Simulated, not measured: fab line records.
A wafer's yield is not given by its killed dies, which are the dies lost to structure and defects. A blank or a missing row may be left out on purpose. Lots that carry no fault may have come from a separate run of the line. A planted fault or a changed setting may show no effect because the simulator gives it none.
fab line records | flow nandHarc
record: lots: 7 | wafers: 18 | lastDay: 34
route steps=1302 shown A_ONON_D1@426 END@1302
lots with no fault: from the same line, run without faults
startH: the number of hours between the record's first day and the start of the first shown wafer of the lot | waitH: hours from the lot's prior step to this one | " repeats the value in the row above | L1.1+2: a single row standing in for several wafers | - no value, or no start given | * or withheld: withheld | < > ~ a bound
route shown NAME@n: NAME is a module with steps in the file, n the number in the route of the first one | usual: the fault-free wafers' mean and standard deviation | same: alike in all rows | chamber/n: place in a boat | sites: each site's reading | _std_site: the standard deviation of these | _edge_site: outer sites' mean less inner sites' | radiusMm: for every site, how far away it sits from the centre of the wafer | mask NAME#n: copy n | behind: the last tool/chamber to shape the wafer | hold: why the lot was held/for how many hours/how that ended | device: transistor that didn't switch, given as n, p or np | end of line: the route-end tests of the same wafers | where a step has no rows: the recipe by itself | killed: at the first sort, the dies lost to defects and structure; wafer yield is something else | map: shows each die of a wafer: x if killed, . if not, _ if none is there
set.NAME: the run value of the setting; set.NAME@STEP: its run value at that earlier step | model.NAME: the simulator's own value behind a step, which no gauge read
lots at some steps of the route; a table a step, a row a wafer
services: a tool's chamber out of use, with start hour (startH, from the record's first day; less than 0 if before it), hours out, and reason
== steps ==
step: NHARC_A_ONON_D1_DEP_03
recipe: targetThkA: 10000 | n2FlowSccm: 2750 | n2oFlowSccm: 2000 | nh3FlowSccm: 500 | sih4FlowSccm: 210 | tempC: 400
step: NHARC_A_ONON_D1_THK_MEAS_05
recipe: thkMeasGauge: ellipsometry
usual: thkNm: 1001/10
lot.wafer | tool         | chamber | startH | waitH | thkNm
L341.1    | filmMetro-01 | -       | 162.51 | -     | 979
L341.5    | "            | -       | "      | "     | 979
L341.6    | "            | -       | "      | "     | 981
L351.1    | filmMetro-02 | -       | 269.10 | -     | 1003
L351.4    | "            | -       | "      | "     | 1002
L352.3    | filmMetro-01 | -       | 272.87 | -     | 996
L352.4    | "            | -       | "      | "     | 995
L353.1    | filmMetro-01 | -       | 284.74 | -     | 1015
L353.3    | "            | -       | "      | "     | 1018
L360.1    | filmMetro-01 | -       | 349.49 | -     | 1001
L360.2    | "            | -       | "      | "     | 1004
L360.6    | "            | -       | "      | "     | 1003
L362.1    | filmMetro-01 | -       | 366.27 | -     | 997
L362.2    | "            | -       | "      | "     | 998
L362.3    | "            | -       | "      | "     | 1000
L364.1    | filmMetro-01 | -       | 401.14 | -     | 1006
L364.2    | "            | -       | "      | "     | 1006
L364.6    | "            | -       | "      | "     | 1007
step: NHARC_A_ONON_D1_DEP_06
recipe: targetThkA: 10000 | n2FlowSccm: 2750 | n2oFlowSccm: 2000 | nh3FlowSccm: 500 | sih4FlowSccm: 210 | tempC: 400
step: NHARC_A_ONON_D1_THK_MEAS_08
recipe: thkMeasGauge: ellipsometry
usual: thkNm: 1000/9.4
lot.wafer | tool         | chamber | startH | waitH | thkNm
L341.1    | filmMetro-01 | -       | 163.08 | -     | 1001
L341.5    | "            | -       | "      | "     | 1001
L341.6    | "            | -       | "      | "     | 1000
L351.1    | filmMetro-01 | -       | 269.68 | -     | 991
L351.4    | "            | -       | "      | "     | 992
L352.3    | filmMetro-01 | -       | 273.46 | -     | 1009
L352.4    | "            | -       | "      | "     | 1009
L353.1    | filmMetro-01 | -       | 285.31 | -     | 993
L353.3    | "            | -       | "      | "     | 993
L360.1    | filmMetro-01 | -       | 350.06 | -     | 1000
L360.2    | "            | -       | "      | "     | 999
L360.6    | "            | -       | "      | "     | 999
L362.1    | filmMetro-02 | -       | 366.84 | -     | 997
L362.2    | "            | -       | "      | "     | 998
L362.3    | "            | -       | "      | "     | 996
L364.1    | filmMetro-02 | -       | 401.70 | -     | 1010
L364.2    | "            | -       | "      | "     | 1008
L364.6    | "            | -       | "      | "     | 1009
step: NHARC_A_ONON_D1_DEP_09
recipe: targetThkA: 10000 | n2FlowSccm: 2750 | n2oFlowSccm: 2000 | nh3FlowSccm: 500 | sih4FlowSccm: 210 | tempC: 400
step: NHARC_A_ONON_D1_THK_MEAS_11
recipe: thkMeasGauge: ellipsometry
usual: thkNm: 1000/12
lot.wafer | tool         | chamber | startH | waitH | thkNm
L341.1    | filmMetro-02 | -       | 163.65 | -     | 1001
L341.5    | "            | -       | "      | "     | 1002
L341.6    | "            | -       | "      | "     | 1002
L351.1    | filmMetro-02 | -       | 270.24 | -     | 1008
L351.4    | "            | -       | "      | "     | 1009
L352.3    | filmMetro-01 | -       | 274.03 | -     | 976
L352.4    | "            | -       | "      | "     | 975
L353.1    | filmMetro-02 | -       | 285.87 | -     | 1013
L353.3    | "            | -       | "      | "     | 1012
L360.1    | filmMetro-02 | -       | 350.62 | -     | 996
L360.2    | "            | -       | "      | "     | 997
L360.6    | "            | -       | "      | "     | 996
L362.1    | filmMetro-02 | -       | 367.41 | -     | 996
L362.2    | "            | -       | "      | "     | 997
L362.3    | "            | -       | "      | "     | 997
L364.1    | filmMetro-02 | -       | 402.26 | -     | 982
L364.2    | "            | -       | "      | "     | 981
L364.6    | "            | -       | "      | "     | 983
step: NHARC_A_ONON_D1_DEP_12
recipe: targetThkA: 10000 | n2FlowSccm: 2750 | n2oFlowSccm: 2000 | nh3FlowSccm: 500 | sih4FlowSccm: 210 | tempC: 400
step: NHARC_A_ONON_D1_THK_MEAS_14
recipe: thkMeasGauge: ellipsometry
usual: thkNm: 1001/11
lot.wafer | tool         | chamber | startH | waitH | thkNm
L341.1    | filmMetro-01 | -       | 164.21 | -     | 1007
L341.5    | "            | -       | "      | "     | 1006
L341.6    | "            | -       | "      | "     | 1008
L351.1    | filmMetro-01 | -       | 270.81 | -     | 1017
L351.4    | "            | -       | "      | "     | 1020
L352.3    | filmMetro-02 | -       | 274.59 | -     | 1010
L352.4    | "            | -       | "      | "     | 1008
L353.1    | filmMetro-02 | -       | 286.44 | -     | 983
L353.3    | "            | -       | "      | "     | 983
L360.1    | filmMetro-01 | -       | 351.19 | -     | 1001
L360.2    | "            | -       | "      | "     | 1002
L360.6    | "            | -       | "      | "     | 1000
L362.1    | filmMetro-02 | -       | 367.98 | -     | 1001
L362.2    | "            | -       | "      | "     | 1001
L362.3    | "            | -       | "      | "     | 1002
L364.1    | filmMetro-02 | -       | 402.84 | -     | 1007
L364.2    | "            | -       | "      | "     | 1007
L364.6    | "            | -       | "      | "     | 1008
step: NHARC_A_ONON_D1_ANNEAL_15
recipe: tempC: 750 | timeS: 3600
step: NHARC_A_ONON_D1_DEP_16
recipe: targetThkA: 10000 | n2FlowSccm: 2750 | n2oFlowSccm: 2000 | nh3FlowSccm: 500 | sih4FlowSccm: 210 | tempC: 400
step: NHARC_A_ONON_D1_THK_MEAS_18
recipe: thkMeasGauge: ellipsometry
usual: thkNm: 1001/9.5
lot.wafer | tool         | chamber | startH | waitH | thkNm
L341.1    | filmMetro-02 | -       | 173.10 | -     | 1000
L341.5    | "            | -       | "      | "     | 1000
L341.6    | "            | -       | "      | "     | 1001
L351.1    | filmMetro-01 | -       | 278.62 | -     | 1012
L351.4    | "            | -       | "      | "     | 1010
L352.3    | filmMetro-01 | -       | 282.41 | -     | 1010
L352.4    | "            | -       | "      | "     | 1010
L353.1    | filmMetro-02 | -       | 295.01 | -     | 998
L353.3    | "            | -       | "      | "     | 997
L360.1    | filmMetro-01 | -       | 359.02 | -     | 999
L360.2    | "            | -       | "      | "     | 999
L360.6    | "            | -       | "      | "     | 1000
L362.1    | filmMetro-01 | -       | 376.21 | -     | 1009
L362.2    | "            | -       | "      | "     | 1008
L362.3    | "            | -       | "      | "     | 1009
L364.1    | filmMetro-01 | -       | 410.66 | -     | 999
L364.2    | "            | -       | "      | "     | 997
L364.6    | "            | -       | "      | "     | 998
step: NHARC_A_ONON_D1_DEP_19
recipe: targetThkA: 10000 | n2FlowSccm: 2750 | n2oFlowSccm: 2000 | nh3FlowSccm: 500 | sih4FlowSccm: 210 | tempC: 400
usual: n2FlowSccm: 2752/7.9
lot.wafer | tool         | chamber | startH | waitH | n2FlowSccm
L341.1    | pecvdOnon-01 | 0       | 173.16 | 0.1   | 2743
L341.5    | "            | 0       | "      | "     | 2743
L341.6    | "            | 0       | "      | "     | 2762
L351.1    | pecvdOnon-04 | 0       | 278.68 | 0.1   | 2742
L351.4    | "            | 0       | "      | "     | 2743
L352.3    | pecvdOnon-04 | 0       | 282.58 | 0.2   | 2752
L352.4    | "            | 0       | "      | "     | 2747
L353.1    | pecvdOnon-04 | 0       | 295.07 | 0.1   | 2759
L353.3    | "            | 0       | "      | "     | 2757
L360.1    | pecvdOnon-03 | 0       | 359.07 | 0.1   | 2750
L360.2    | "            | 0       | "      | "     | 2749
L360.6    | "            | 0       | "      | "     | 2743
L362.1    | pecvdOnon-04 | 0       | 376.27 | 0.1   | 2745
L362.2    | "            | 0       | "      | "     | 2754
L362.3    | "            | 0       | "      | "     | 2759
L364.1    | pecvdOnon-04 | 0       | 410.72 | 0.1   | 2750
L364.2    | "            | 0       | "      | "     | 2748
L364.6    | "            | 0       | "      | "     | 2754
step: NHARC_A_ONON_D1_THK_MEAS_21
recipe: thkMeasGauge: ellipsometry
usual: thkNm: 1000/9.8
lot.wafer | tool         | chamber | startH | waitH | thkNm
L341.1    | filmMetro-02 | -       | 173.66 | -     | 999
L341.5    | "            | -       | "      | "     | 1002
L341.6    | "            | -       | "      | "     | 1000
L351.1    | filmMetro-02 | -       | 279.19 | -     | 884
L351.4    | "            | -       | "      | "     | 884
L352.3    | filmMetro-01 | -       | 282.98 | -     | 982
L352.4    | "            | -       | "      | "     | 869
L353.1    | filmMetro-02 | -       | 295.61 | -     | 892
L353.3    | "            | -       | "      | "     | 1005
L360.1    | filmMetro-01 | -       | 359.58 | -     | 1012
L360.2    | "            | -       | "      | "     | 1013
L360.6    | "            | -       | "      | "     | 1012
L362.1    | filmMetro-01 | -       | 376.78 | -     | 1010
L362.2    | "            | -       | "      | "     | 1010
L362.3    | "            | -       | "      | "     | 1012
L364.1    | filmMetro-01 | -       | 411.23 | -     | 1010
L364.2    | "            | -       | "      | "     | 1009
L364.6    | "            | -       | "      | "     | 1010
step: NHARC_A_ONON_D1_DEP_22
recipe: targetThkA: 10000 | n2FlowSccm: 2750 | n2oFlowSccm: 2000 | nh3FlowSccm: 500 | sih4FlowSccm: 210 | tempC: 400
step: NHARC_END_SORT_01
recipe: tempC: 25
usual: killedAtArray: 53/18 | killedAtOther: 1.0/1.2 | killedAtPeriphery: 3.6/2.4 | killedDies: 58/18 | killedOpen: 3.4/1.8 | killedShort: 2.3/1.5
same: grossDies: 677
lot.wafer | tool      | chamber | startH | waitH | killedAtArray | killedAtOther | killedAtPeriphery | killedDies | killedOpen | killedShort
L351.1    | prober-01 | 0       | 653.92 | 2.5   | 672           | 2             | 3                 | 677        | 2          | 1
L351.4    | prober-01 | 0       | 656.35 | 3.4   | 670           | 4             | 3                 | 677        | 3          | 2
L352.4    | prober-02 | 0       | 678.37 | 3.4   | 675           | 1             | 1                 | 677        | 3          | 3
L353.1    | prober-01 | 0       | 681.70 | 2.5   | 673           | 4             | 0                 | 677        | 1          | 1
killed by level:class
L351.1 A_ONON_D1:areaDep=588 A_CHANNEL_HOLE_D1:chamberFilmFlake=30 A_SLIT:chamberFilmFlake=22 A_CHANNEL_HOLE_D2:chamberFilmFlake=8 A_STAIRCASE:chamberFilmFlake=6 A_CHANNEL_FILL_D1:chamberFilmFlake=5 A_CONTACT:chamberFilmFlake=5 A_WL_FILL:chamberFilmFlake=5
L351.4 A_ONON_D1:areaDep=598 A_CHANNEL_HOLE_D1:chamberFilmFlake=28 A_SLIT:chamberFilmFlake=19 A_STAIRCASE:chamberFilmFlake=6 A_ZERO_WELL:chamberFilmFlake=4 A_CHANNEL_FILL_D1:chamberFilmFlake=4 A_CHANNEL_HOLE_D2:chamberFilmFlake=4 THIN_TSV:chamberFilmFlake=4
L352.4 A_ONON_D1:areaDep=608 A_CHANNEL_HOLE_D1:chamberFilmFlake=26 A_SLIT:chamberFilmFlake=22 A_CONTACT:chamberFilmFlake=5 A_CHANNEL_FILL_D1:geometricParticle:short=2 A_CHANNEL_FILL_D2:chamberFilmFlake=2 A_STAIRCASE:chamberFilmFlake=2 A_M1:chamberFilmFlake=2
L353.1 A_ONON_D1:areaDep=629 A_SLIT:chamberFilmFlake=24 A_CHANNEL_HOLE_D1:chamberFilmFlake=8 THIN_TSV:chamberFilmFlake=4 A_CONTACT:chamberFilmFlake=3 A_ZERO_WELL:chamberFilmFlake=2 A_CHANNEL_FILL_D2:chamberFilmFlake=2 A_WL_FILL:chamberFilmFlake=2
map L351.1 (x killed, . not)
____________x____________
_________xxxxxxx_________
_______xxxxxxxxxxx_______
______xxxxxxxxxxxxx______
_____xxxxxxxxxxxxxxx_____
____xxxxxxxxxxxxxxxxx____
____xxxxxxxxxxxxxxxxx____
___xxxxxxxxxxxxxxxxxxx___
___xxxxxxxxxxxxxxxxxxx___
__xxxxxxxxxxxxxxxxxxxxx__
__xxxxxxxxxxxxxxxxxxxxx__
_xxxxxxxxxxxxxxxxxxxxxxx_
_xxxxxxxxxxxxxxxxxxxxxxx_
_xxxxxxxxxxxxxxxxxxxxxxx_
_xxxxxxxxxxxxxxxxxxxxxxx_
_xxxxxxxxxxxxxxxxxxxxxxx_
xxxxxxxxxxxxxxxxxxxxxxxxx
xxxxxxxxxxxxxxxxxxxxxxxxx
xxxxxxxxxxxxxxxxxxxxxxxxx
xxxxxxxxxxxxxxxxxxxxxxxxx
xxxxxxxxxxxxxxxxxxxxxxxxx
_xxxxxxxxxxxxxxxxxxxxxxx_
_xxxxxxxxxxxxxxxxxxxxxxx_
_xxxxxxxxxxxxxxxxxxxxxxx_
_xxxxxxxxxxxxxxxxxxxxxxx_
_xxxxxxxxxxxxxxxxxxxxxxx_
__xxxxxxxxxxxxxxxxxxxxx__
__xxxxxxxxxxxxxxxxxxxxx__
___xxxxxxxxxxxxxxxxxxx___
___xxxxxxxxxxxxxxxxxxx___
____xxxxxxxxxxxxxxxxx____
____xxxxxxxxxxxxxxxxx____
_____xxxxxxxxxxxxxxx_____
______xxxxxxxxxxxxx______
_______xxxxxxxxxxx_______
_________xxxxxxx_________
____________x____________
map L352.4 (x killed, . not)
____________x____________
_________xxxxxxx_________
_______xxxxxxxxxxx_______
______xxxxxxxxxxxxx______
_____xxxxxxxxxxxxxxx_____
____xxxxxxxxxxxxxxxxx____
____xxxxxxxxxxxxxxxxx____
___xxxxxxxxxxxxxxxxxxx___
___xxxxxxxxxxxxxxxxxxx___
__xxxxxxxxxxxxxxxxxxxxx__
__xxxxxxxxxxxxxxxxxxxxx__
_xxxxxxxxxxxxxxxxxxxxxxx_
_xxxxxxxxxxxxxxxxxxxxxxx_
_xxxxxxxxxxxxxxxxxxxxxxx_
_xxxxxxxxxxxxxxxxxxxxxxx_
_xxxxxxxxxxxxxxxxxxxxxxx_
xxxxxxxxxxxxxxxxxxxxxxxxx
xxxxxxxxxxxxxxxxxxxxxxxxx
xxxxxxxxxxxxxxxxxxxxxxxxx
xxxxxxxxxxxxxxxxxxxxxxxxx
xxxxxxxxxxxxxxxxxxxxxxxxx
_xxxxxxxxxxxxxxxxxxxxxxx_
_xxxxxxxxxxxxxxxxxxxxxxx_
_xxxxxxxxxxxxxxxxxxxxxxx_
_xxxxxxxxxxxxxxxxxxxxxxx_
_xxxxxxxxxxxxxxxxxxxxxxx_
__xxxxxxxxxxxxxxxxxxxxx__
__xxxxxxxxxxxxxxxxxxxxx__
___xxxxxxxxxxxxxxxxxxx___
___xxxxxxxxxxxxxxxxxxx___
____xxxxxxxxxxxxxxxxx____
____xxxxxxxxxxxxxxxxx____
_____xxxxxxxxxxxxxxx_____
______xxxxxxxxxxxxx______
_______xxxxxxxxxxx_______
_________xxxxxxx_________
____________x____________
== services ==
tool         | chamber | startH | hours | kind
pecvdOnon-03 | -       | 190.23 | 11.4  | repair
pecvdOnon-03 | -       | 227.00 | 13.0  | pm
pecvdOnon-01 | -       | 269.52 | 13.0  | pm
pecvdOnon-04 | -       | 311.10 | 13.0  | pm
pecvdOnon-03 | -       | 408.00 | 13.0  | pm
== key ==
firstSign: step: NHARC_A_ONON_D1_THK_MEAS_21 | reading: thkNm | direction: down | sigmas: 12 | usual: 1000 | struck: 882
effect: step: NHARC_END_SORT_01 | reading: killedAtArray | direction: up | sigmas: 35 | usual: 53 | struck: 672
moreKillsBornAt: NHARC_A_ONON_D1_DEP_19@pecvdOnon-04: 2423
metAt NHARC_A_ONON_D1_DEP_19
struckWafers L351.1,L351.4,L352.4,L353.1
laterRowsLeftOut L351.1,L351.4,L352.4,L353.1
testerLeftOut L351,L352,L353
fault: kind: processParameterDrift | tool: pecvdOnon-04 | chamber: - | onsetH: 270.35 | steps: NHARC_A_ONON_D1_DEP_19 | channel: targetThkA | offset: * | shape: step | endH: 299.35 | scope: struckWafersOnly | actsIn: * | stated: *
testerLeftOut: of these lots the tester's yield and bins aren't shown, on N5 and GAA mostly nor the transistor test; their killed dies are dies lost to structure and defects alone, not to doping, threshold or leakage, so they don't give the yield
laterRowsLeftOut: the simulator's readings of these wafers behind a module that went badly wrong aren't trusted and aren't shown, but for the sort
